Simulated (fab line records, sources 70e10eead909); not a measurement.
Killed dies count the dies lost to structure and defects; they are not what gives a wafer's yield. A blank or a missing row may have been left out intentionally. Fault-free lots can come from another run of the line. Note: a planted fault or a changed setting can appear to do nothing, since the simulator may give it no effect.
fab line records	flow nand_harc	part 1 of 2: steps 1 to 3 of 6
record: lots: 22	wafers: 66	last_day: 33
route steps=1302 shown A_CONTACT@1063 A_BLC@1125 A_M0@1148 A_M1@1181
lots that met no fault: from a run of the same line without faults
start_h: start of the lot's first displayed wafer, in hours after the record's first day	wait_h: hours elapsed since this lot's preceding step	" as in the row above	L1.1+2: one row covering several wafers at once	- either no value or no given start	* or withheld: withheld	< > ~ a bound
route shown NAME@n: a module of which the file shows steps, and the number in the route of the first	usual: mean/standard deviation taken from wafers without a fault	same: alike in all rows	chamber/n: place in a boat	sites: readings site by site	_std_site: the values' standard deviation	_edge_site: the outer-site mean with the inner-site mean subtracted	radius_mm: for every site, how far away it sits from the centre of the wafer	mask NAME#n: copy n	behind: tool/chamber where the wafer was last shaped	hold: what put the lot on hold/how long, in hours/how the hold closed	device: the n, p or np transistor that did not switch	end of line: tests of these same wafers at the route's end	a step given without rows: its recipe and nothing more	killed: dies that structure and defects cost at the first sort, which is not the same as the wafer's yield	map: the dies of a wafer, with x for killed, . for not killed, _ for no die there
set.NAME: the setting as run; set.NAME@STEP: as run at that earlier step	model.NAME: the simulator's own value behind a step, which no gauge read
one table for each step of the route and one row for each wafer, over a sample of lots
services: a tool's chamber out of use, with start hour (start_h, from the record's first day; less than 0 if before it), hours out, and reason
== steps ==
step: NHARC_A_CONTACT_ETCH_106
recipe: target_depth_a: 900	overetch_a: 90	time_s: 49.5	ion_energy_ev: 100	cf4_flow_sccm: 80	o2_flow_sccm: 20	ar_flow_sccm: 0	rf_w: 300	bias_w: 100	chemistry: CF4/O2
usual: chamber_pressure_mTorr: 29.999/0.028	drypump_motor_current_A: 5.6/0.45	oes_f_703_au: 0.999/0.0046	oes_o_777_au: 1.000/0.0048	oes_product_au: 0.996/0.015	rf_vpp_V: 198.0/1.4	showerhead_plenum_p_Torr: 1.35/0.063	throttle_valve_pct: 13.399/0.0092
same: time_s: 49.5
lot.wafer	tool	chamber	start_h	wait_h	chamber_pressure_mTorr	drypump_motor_current_A	oes_f_703_au	oes_o_777_au	oes_product_au	rf_hours_counter_h	rf_vpp_V	showerhead_plenum_p_Torr	throttle_valve_pct
L076.2	rie_diel-03	1	520.51	0.1	29.995	5.8	1.003	0.999	0.985	21	199.2	1.42	13.400
L076.5	"	1	"	"	30.003	5.8	0.998	0.998	0.993	-	199.5	1.42	13.399
L076.6	"	2	"	"	30.056	5.4	1.001	0.996	1.013	-	197.4	1.35	13.406
L074.1	rie_diel-03	1	521.33	0.1	30.042	5.8	1.002	0.999	0.984	21	200.2	1.42	13.382
L074.6	"	0	"	"	30.009	5.2	0.997	0.997	0.976	-	198.5	1.44	13.404
L074.4	"	1	"	"	29.997	5.8	1.008	0.999	0.993	-	197.5	1.42	13.406
L075.2	rie_diel-04	1	528.72	0.1	30.019	6.1	0.995	1.004	0.986	28	200.1	1.39	13.397
L075.6	"	3	"	"	30.025	4.8	0.997	0.996	1.007	-	196.7	1.28	13.382
L075.5	"	0	"	"	29.991	6.1	0.988	1.000	0.994	-	196.5	1.26	13.394
L077.4	rie_diel-03	2	544.99	0.1	29.904	5.3	1.006	0.991	0.999	26	196.2	1.35	13.380
L077.2	"	1	"	"	29.974	5.8	0.992	1.007	0.998	29	199.1	1.42	13.396
L077.6	"	2	"	"	30.012	5.4	0.996	0.999	1.003	-	197.2	1.35	13.391
L082.2	rie_diel-03	0	563.80	0.0	30.008	5.2	1.007	0.998	0.982	28	200.6	1.44	13.392
L082.1	"	2	"	"	30.009	5.4	0.997	1.003	1.011	33	197.4	1.34	13.411
L082.5	"	1	"	"	30.014	5.8	1.002	0.999	0.995	-	199.5	1.42	13.401
L080.1	rie_diel-04	3	567.27	0.0	30.000	4.8	1.003	0.990	0.995	4	194.9	1.28	13.400
L080.3	"	2	"	"	30.036	5.6	1.008	0.988	0.996	4	199.7	1.39	13.397
L080.5	"	0	"	"	29.995	6.1	1.001	1.006	1.005	-	197.3	1.26	13.397
L081.3	rie_diel-04	1	571.35	0.1	30.003	6.2	0.995	1.002	0.982	5	199.8	1.39	13.394
L081.2	"	3	"	"	30.073	4.8	1.001	0.997	0.991	4	196.4	1.28	13.394
L081.5	"	1	"	"	29.985	6.1	1.001	0.995	0.990	-	199.4	1.39	13.408
L083.4	rie_diel-04	2	602.59	0.1	29.982	5.6	1.003	1.002	1.018	8	198.9	1.39	13.403
L083.2	"	1	"	"	30.027	6.2	0.997	0.998	0.985	8	199.1	1.39	13.399
L083.5	"	2	"	"	30.069	5.6	0.998	0.999	1.022	-	199.7	1.39	13.399
L084.1	rie_diel-04	1	615.74	0.1	29.986	6.1	1.000	1.001	0.981	11	199.2	1.39	13.405
L084.3	"	3	"	"	30.045	4.8	0.998	0.994	0.982	11	196.8	1.28	13.396
L084.6	"	1	"	"	30.003	6.1	0.993	0.997	0.983	-	198.2	1.39	13.399
L086.4	rie_diel-04	1	626.23	0.0	29.998	6.2	1.011	1.003	0.980	13	198.5	1.39	13.403
L086.1	"	2	"	"	30.012	5.6	1.001	0.996	1.011	13	198.0	1.39	13.409
L086.3	"	0	"	"	29.995	6.1	0.993	1.007	1.011	15	195.2	1.26	13.402
L085.4	rie_diel-04	1	628.76	0.1	30.012	6.2	1.001	1.000	0.971	13	199.6	1.39	13.406
L085.1	"	2	"	"	29.961	5.6	0.999	0.999	1.002	13	198.3	1.39	13.406
L085.2	"	0	"	"	30.009	6.1	1.003	1.003	1.005	15	195.6	1.26	13.410
L087.4	rie_diel-04	2	647.88	0.1	29.998	5.6	0.996	1.004	1.005	16	199.2	1.39	13.387
L087.1	"	0	"	"	30.006	6.1	1.000	1.008	1.003	18	196.8	1.26	13.404
L087.6	"	2	"	"	30.010	5.6	0.996	1.004	1.008	-	200.4	1.39	13.396
L089.3	rie_diel-04	1	655.84	0.1	29.951	6.2	1.005	1.008	0.984	17	199.0	1.39	13.401
L089.1	"	3	"	"	29.989	4.8	1.003	0.994	1.000	18	196.4	1.27	13.402
L089.6	"	1	"	"	30.032	6.2	0.998	0.999	0.976	-	198.6	1.39	13.396
L088.2	rie_diel-02	2	663.26	0.1	30.026	5.9	0.998	1.000	1.018	27	197.9	1.37	13.419
L088.1	"	3	"	"	30.045	5.2	0.996	1.009	0.986	29	197.0	1.33	13.395
L088.5	"	1	"	"	29.979	5.6	1.001	1.014	1.000	-	198.3	1.43	13.406
L090.3	rie_diel-04	2	693.72	0.1	30.003	5.6	1.008	1.007	1.015	24	197.9	1.38	13.400
L090.2	"	3	"	"	29.948	4.8	1.003	1.007	1.003	25	196.1	1.27	13.405
L090.6	"	1	"	"	30.024	6.2	1.001	0.994	1.000	-	200.2	1.39	13.404
L091.3	rie_diel-02	3	700.69	0.1	30.023	5.2	0.996	0.999	0.998	43	198.1	1.32	13.401
L091.2	"	0	"	"	30.041	5.8	0.995	0.998	0.977	48	199.1	1.43	13.405
L091.1	"	2	"	"	29.975	5.9	0.995	1.007	1.020	41	199.0	1.36	13.384
L092.4	rie_diel-04	1	701.97	0.3	30.005	6.1	1.003	1.002	0.988	25	198.1	1.39	13.396
L092.5	"	2	"	"	29.987	5.6	1.002	0.993	1.012	-	199.5	1.38	13.396
L092.6	"	3	"	"	29.993	4.8	1.003	0.998	1.000	-	196.6	1.27	13.393
L093.2	rie_diel-02	0	707.02	0.1	29.996	5.8	1.000	0.995	0.971	50	199.2	1.43	13.402
L093.3	"	2	"	"	30.003	5.9	0.997	0.997	1.029	42	197.7	1.36	13.404
L093.6	"	0	"	"	29.992	5.8	1.002	0.999	0.977	-	199.1	1.43	13.410
L094.1	rie_diel-02	2	709.93	0.1	30.033	5.8	0.996	0.994	1.024	43	197.5	1.36	13.394
L094.4	"	3	"	"	30.047	5.2	0.997	1.003	1.005	46	197.4	1.32	13.392
L094.3	"	0	"	"	30.014	5.8	0.990	1.002	0.968	51	198.4	1.43	13.412
L095.3	rie_diel-03	2	719.40	0.1	29.987	5.4	0.994	1.003	0.978	24	197.3	1.33	13.385
L095.5	"	1	"	"	29.987	5.8	0.992	1.002	0.993	-	198.4	1.41	13.396
L095.6	"	2	"	"	30.027	5.4	0.996	0.999	0.969	-	196.5	1.33	13.389
L096.4	rie_diel-04	0	720.16	0.1	29.985	6.1	0.996	1.005	1.010	0	196.4	1.26	13.403
L096.2	"	1	"	"	29.996	6.2	1.004	1.004	0.996	0	199.8	1.39	13.413
L096.3	"	2	"	"	30.006	5.6	1.003	1.005	0.987	0	198.0	1.38	13.400
L097.2	rie_diel-04	0	732.17	0.1	30.017	6.1	0.998	0.991	1.002	1	196.7	1.26	13.391
L097.1	"	1	"	"	29.978	6.2	1.000	1.000	0.996	1	198.5	1.39	13.380
L097.5	"	0	"	"	30.034	6.1	0.999	1.004	0.999	-	196.4	1.26	13.387
step: NHARC_A_CONTACT_ETCH_31
recipe: target_depth_a: 28000	over_etch_frac: 0.3	time_s: 728	ion_energy_ev: 150	o2_flow_sccm: 400	cos_flow_sccm: 20	ar_flow_sccm: 0	rf_w: 500	bias_w: 300	chemistry: O2/COS
usual: chamber_pressure_mTorr: 19.998/0.019	drypump_motor_current_A: 5.6/0.4	oes_product_au: 0.997/0.015	rf_vpp_V: 314.8/2.1	showerhead_plenum_p_Torr: 3.17/0.15	throttle_valve_pct: 28.331/0.0083
same: time_s: 728
lot.wafer	tool	chamber	start_h	wait_h	chamber_pressure_mTorr	drypump_motor_current_A	oes_product_au	rf_hours_counter_h	rf_vpp_V	showerhead_plenum_p_Torr	throttle_valve_pct
L076.2	rie_diel-03	2	-	-	19.993	5.4	1.012	19	314.9	3.15	28.324
L076.6	"	1	"	"	20.002	5.8	0.984	-	315.1	3.32	28.314
L076.5	"	2	"	"	19.996	5.4	1.006	-	316.0	3.15	28.329
L074.1	rie_diel-03	1	-	-	20.043	5.8	0.987	22	317.5	3.32	28.333
L074.6	"	2	"	"	19.999	5.4	1.006	-	315.3	3.15	28.329
L074.4	"	0	"	"	20.008	5.2	0.966	-	317.8	3.36	28.342
L075.2	rie_diel-02	0	-	-	19.990	5.8	0.999	44	311.8	2.90	28.330
L075.6	"	0	"	"	20.015	5.8	0.997	-	311.7	2.90	28.310
L075.5	"	1	"	"	20.000	5.6	1.002	-	317.1	3.35	28.337
L077.2	rie_diel-03	2	-	-	19.986	5.4	1.002	31	314.6	3.14	28.325
L077.4	"	3	"	"	20.037	5.6	1.007	25	314.2	3.07	28.325
L077.6	"	1	"	"	20.029	5.9	0.983	-	317.0	3.32	28.330
L082.1	rie_diel-02	2	-	-	19.972	5.9	1.024	56	315.0	3.20	28.336
L082.2	"	3	"	"	20.008	5.2	0.996	61	315.0	3.11	28.345
L082.5	"	1	"	"	20.027	5.6	0.999	-	318.0	3.34	28.331
L080.3	rie_diel-04	2	-	-	20.011	5.7	1.006	5	315.3	3.25	28.332
L080.1	"	3	"	"	19.996	4.8	0.979	4	312.1	2.99	28.335
L080.5	"	0	"	"	19.979	6.1	1.007	-	311.9	2.95	28.318
L081.2	rie_diel-04	0	-	-	20.006	6.1	1.013	7	312.7	2.95	28.339
L081.3	"	1	"	"	20.003	6.1	0.985	6	316.1	3.25	28.340
L081.5	"	3	"	"	20.013	4.8	1.000	-	312.8	2.99	28.332
L083.4	rie_diel-04	0	-	-	20.006	6.1	1.007	10	312.7	2.95	28.331
L083.2	"	3	"	"	20.012	4.8	0.997	9	311.6	2.99	28.319
L083.5	"	1	"	"	20.039	6.2	0.990	-	313.9	3.25	28.322
L084.1	rie_diel-04	1	-	-	19.991	6.2	0.980	11	316.1	3.25	28.325
L084.3	"	3	"	"	19.982	4.8	0.990	12	312.3	2.99	28.326
L084.6	"	2	"	"	20.013	5.7	1.014	-	317.0	3.24	28.336
L086.3	rie_diel-04	0	-	-	19.958	6.1	1.005	16	311.6	2.95	28.322
L086.1	"	1	"	"	20.005	6.2	0.974	14	317.3	3.25	28.343
L086.4	"	2	"	"	19.983	5.6	1.015	13	315.5	3.24	28.337
L085.1	rie_diel-02	0	-	-	19.989	5.8	0.973	25	317.1	3.36	28.335
L085.4	"	1	"	"	20.019	5.6	1.006	24	317.1	3.33	28.346
L085.2	"	2	"	"	20.006	5.9	1.026	20	314.9	3.19	28.341
L087.1	rie_diel-03	3	-	-	20.009	5.6	0.989	1	312.4	3.06	28.331
L087.4	"	0	"	"	19.991	5.2	0.990	1	317.7	3.34	28.340
L087.6	"	2	"	"	19.989	5.4	0.994	-	314.8	3.13	28.323
L089.1	rie_diel-04	0	-	-	20.015	6.1	1.001	20	312.9	2.95	28.328
L089.3	"	1	"	"	19.981	6.2	0.968	19	317.0	3.24	28.354
L089.6	"	0	"	"	19.973	6.1	1.017	-	311.5	2.95	28.344
L088.2	rie_diel-04	2	-	-	20.000	5.6	1.021	20	314.9	3.24	28.335
L088.1	"	3	"	"	19.981	4.8	0.994	20	312.0	2.98	28.330
L088.5	"	1	"	"	20.013	6.2	0.976	-	316.5	3.24	28.331
L090.2	rie_diel-02	2	-	-	20.019	5.9	1.025	40	314.6	3.18	28.331
L090.3	"	0	"	"	20.004	5.8	0.970	48	317.1	3.35	28.326
L090.6	"	2	"	"	19.971	5.9	1.014	-	315.1	3.18	28.327
L091.1	rie_diel-03	3	-	-	19.999	5.6	1.020	18	312.9	3.05	28.325
L091.3	"	1	"	"	20.003	5.9	0.999	23	317.8	3.29	28.334
L091.2	"	2	"	"	20.020	5.4	0.988	21	314.6	3.12	28.331
L092.4	rie_diel-03	1	-	-	19.987	5.9	1.009	23	317.3	3.29	28.333
L092.6	"	3	"	"	20.029	5.6	1.014	-	312.2	3.05	28.315
L092.5	"	0	"	"	20.023	5.2	0.979	-	315.8	3.33	28.318
L093.3	rie_diel-02	2	-	-	20.002	5.9	1.006	44	314.9	3.18	28.329
L093.2	"	0	"	"	19.973	5.8	0.972	52	315.9	3.35	28.342
L093.6	"	1	"	"	19.988	5.6	0.996	-	317.3	3.32	28.334
L094.3	rie_diel-02	0	-	-	20.005	5.8	0.982	53	316.8	3.35	28.336
L094.4	"	1	"	"	20.023	5.6	1.002	47	316.9	3.32	28.344
L094.1	"	2	"	"	19.961	5.9	1.008	46	314.1	3.18	28.341
L095.3	rie_diel-02	3	-	-	20.016	5.3	1.008	50	314.7	3.09	28.325
L095.6	"	0	"	"	19.988	5.8	0.973	-	317.0	3.34	28.323
L095.5	"	3	"	"	19.971	5.2	1.008	-	313.7	3.09	28.336
L096.3	rie_diel-04	1	-	-	19.998	6.2	0.993	1	315.6	3.24	28.331
L096.4	"	2	"	"	19.977	5.6	0.995	1	316.7	3.23	28.335
L096.2	"	3	"	"	19.980	4.8	0.992	1	311.1	2.98	28.322
L097.1	rie_diel-04	1	-	-	19.968	6.2	0.993	2	315.2	3.24	28.322
L097.2	"	2	"	"	20.006	5.7	0.993	2	316.3	3.23	28.309
L097.5	"	3	"	"	20.015	4.8	0.998	-	311.7	2.98	28.337
step: NHARC_A_BLC_STRIP_29
recipe: cf4_flow_sccm: 150	ar_flow_sccm: 0	bias_w: 0	chemistry: CF4
usual: chamber_pressure_mTorr: 50.00/0.042	drypump_motor_current_A: 5.7/0.46	oes_product_au: 0.996/0.014	rf_vpp_V: 59.1/0.83	showerhead_plenum_p_Torr: 1.74/0.069	throttle_valve_pct: 13.284/0.01
lot.wafer	tool	chamber	start_h	wait_h	chamber_pressure_mTorr	drypump_motor_current_A	oes_product_au	rf_hours_counter_h	rf_vpp_V	showerhead_plenum_p_Torr	throttle_valve_pct
L076.2	rie_diel-09	1	531.50	0.1	50.01	5.2	0.993	1	59.3	1.65	13.290
L076.5	"	0	"	"	49.96	6.3	1.032	-	59.7	1.72	13.287
L076.6	"	1	"	"	49.95	5.2	1.004	-	59.0	1.65	13.285
L074.1	rie_diel-09	0	533.19	0.1	49.98	6.3	1.029	1	60.3	1.72	13.280
L074.4	"	1	"	"	50.00	5.2	1.001	1	58.7	1.65	13.279
L074.6	"	3	"	"	50.01	6.0	0.999	-	58.1	1.86	13.273
L075.2	rie_diel-08	0	540.49	0.1	49.95	5.0	0.991	13	59.5	1.75	13.313
L075.6	"	0	"	"	50.00	5.0	0.992	-	59.7	1.75	13.282
L075.5	"	1	"	"	49.97	5.3	1.004	-	58.5	1.70	13.294
L077.2	rie_diel-08	3	557.61	0.1	50.02	5.6	0.981	0	59.2	1.75	13.267
L077.4	"	1	"	"	50.03	5.3	1.008	0	58.3	1.70	13.292
L077.6	"	3	"	"	49.96	5.6	0.984	-	60.2	1.75	13.252
L082.1	rie_diel-09	2	577.32	0.1	50.03	5.8	0.972	3	59.1	1.72	13.290
L082.2	"	1	"	"	50.04	5.2	0.994	3	58.1	1.65	13.286
L082.5	"	3	"	"	49.99	6.0	0.996	-	58.8	1.86	13.278
L080.3	rie_diel-09	1	580.44	0.1	49.98	5.2	0.986	3	58.4	1.65	13.284
L080.1	"	0	"	"	50.05	6.4	1.011	4	57.7	1.72	13.287
L080.5	"	1	"	"	50.07	5.2	0.982	-	58.8	1.65	13.290
L081.3	rie_diel-09	3	582.04	0.1	50.04	6.0	0.992	4	60.6	1.86	13.269
L081.2	"	0	"	"	49.99	6.4	1.028	4	59.6	1.72	13.294
L081.5	"	3	"	"	49.95	6.0	1.004	-	59.1	1.86	13.279
L083.4	rie_diel-09	2	614.84	0.1	50.01	5.7	0.974	6	58.2	1.72	13.294
L083.2	"	3	"	"	50.03	6.0	0.989	6	61.3	1.86	13.265
L083.5	"	2	"	"	50.00	5.7	0.970	-	60.3	1.72	13.296
L084.1	rie_diel-09	2	626.54	0.1	50.01	5.7	0.972	6	58.5	1.72	13.288
L084.3	"	3	"	"	49.98	6.0	0.988	6	58.6	1.86	13.301
L084.6	"	1	"	"	50.03	5.2	1.003	-	59.2	1.65	13.281
L086.1	rie_diel-08	0	636.96	0.1	50.05	5.0	0.990	7	59.7	1.75	13.295
L086.4	"	1	"	"	50.07	5.3	0.988	7	58.1	1.69	13.291
L086.3	"	2	"	"	50.00	6.2	1.006	8	61.1	1.87	13.288
L085.2	rie_diel-09	3	640.08	0.1	50.08	6.0	0.982	7	60.6	1.86	13.270
L085.4	"	1	"	"	50.00	5.2	0.992	8	57.7	1.65	13.304
L085.1	"	2	"	"	50.05	5.8	0.979	7	58.5	1.72	13.287
L087.1	rie_diel-09	1	659.75	0.1	49.97	5.2	0.982	8	58.2	1.65	13.279
L087.4	"	0	"	"	50.07	6.4	1.030	-	57.7	1.72	13.302
L087.6	"	1	"	"	50.03	5.2	0.990	-	59.1	1.65	13.302
L089.1	rie_diel-09	2	667.20	0.1	49.97	5.7	0.989	9	58.3	1.72	13.275
L089.3	"	0	"	"	50.02	6.4	1.023	8	58.9	1.72	13.287
L089.6	"	1	"	"	49.95	5.2	0.990	-	59.3	1.65	13.286
L088.1	rie_diel-08	3	674.78	0.1	50.02	5.6	0.983	12	58.3	1.74	13.285
L088.2	"	0	"	"	50.02	5.0	0.986	12	58.8	1.75	13.292
L088.5	"	0	"	"	50.02	5.0	0.984	-	58.7	1.75	13.286
L090.2	rie_diel-09	0	704.59	0.1	50.02	6.4	1.004	1	60.5	1.72	13.273
L090.3	"	1	"	"	49.98	5.2	1.009	1	59.8	1.65	13.281
L090.6	"	0	"	"	50.07	6.4	0.991	-	59.2	1.72	13.288
L091.1	rie_diel-09	2	714.83	0.1	50.03	5.7	0.989	1	59.1	1.72	13.274
L091.2	"	3	"	"	49.95	6.0	0.999	1	58.9	1.86	13.285
L091.3	"	1	"	"	50.04	5.2	1.000	1	59.1	1.65	13.302
L092.4	rie_diel-09	1	716.44	0.1	49.94	5.2	1.004	1	59.4	1.65	13.277
L092.5	"	0	"	"	50.02	6.4	1.001	-	59.4	1.72	13.270
L092.6	"	1	"	"	49.92	5.1	1.009	-	58.0	1.65	13.289
L093.3	rie_diel-08	0	720.99	0.1	50.03	5.0	1.000	15	59.6	1.75	13.279
L093.2	"	2	"	"	49.97	6.2	1.014	15	59.5	1.87	13.296
L093.6	"	3	"	"	50.02	5.6	0.990	-	58.5	1.74	13.276
L094.1	rie_diel-09	0	724.98	0.1	49.95	6.4	1.002	2	58.7	1.72	13.284
L094.4	"	1	"	"	49.93	5.2	1.001	2	57.6	1.65	13.290
L094.3	"	2	"	"	50.00	5.7	0.983	2	60.5	1.72	13.290
L095.3	rie_diel-09	3	730.23	0.1	49.91	6.0	1.011	3	58.5	1.85	13.287
L095.6	"	3	"	"	50.04	6.0	1.006	-	59.6	1.85	13.269
L095.5	"	0	"	"	49.94	6.4	1.007	-	58.9	1.72	13.269
L096.3	rie_diel-06	2	731.16	0.1	49.94	5.4	0.990	25	57.6	1.68	13.268
L096.2	"	3	"	"	50.00	5.9	1.005	21	60.4	1.77	13.267
L096.4	"	0	"	"	49.96	5.0	1.008	23	59.4	1.85	13.265
L097.2	rie_diel-09	2	744.31	0.1	49.96	5.7	0.982	4	58.6	1.72	13.288
L097.1	"	0	"	"	49.96	6.4	0.997	4	59.9	1.72	13.268
L097.5	"	3	"	"	50.01	6.0	0.996	-	60.5	1.85	13.281
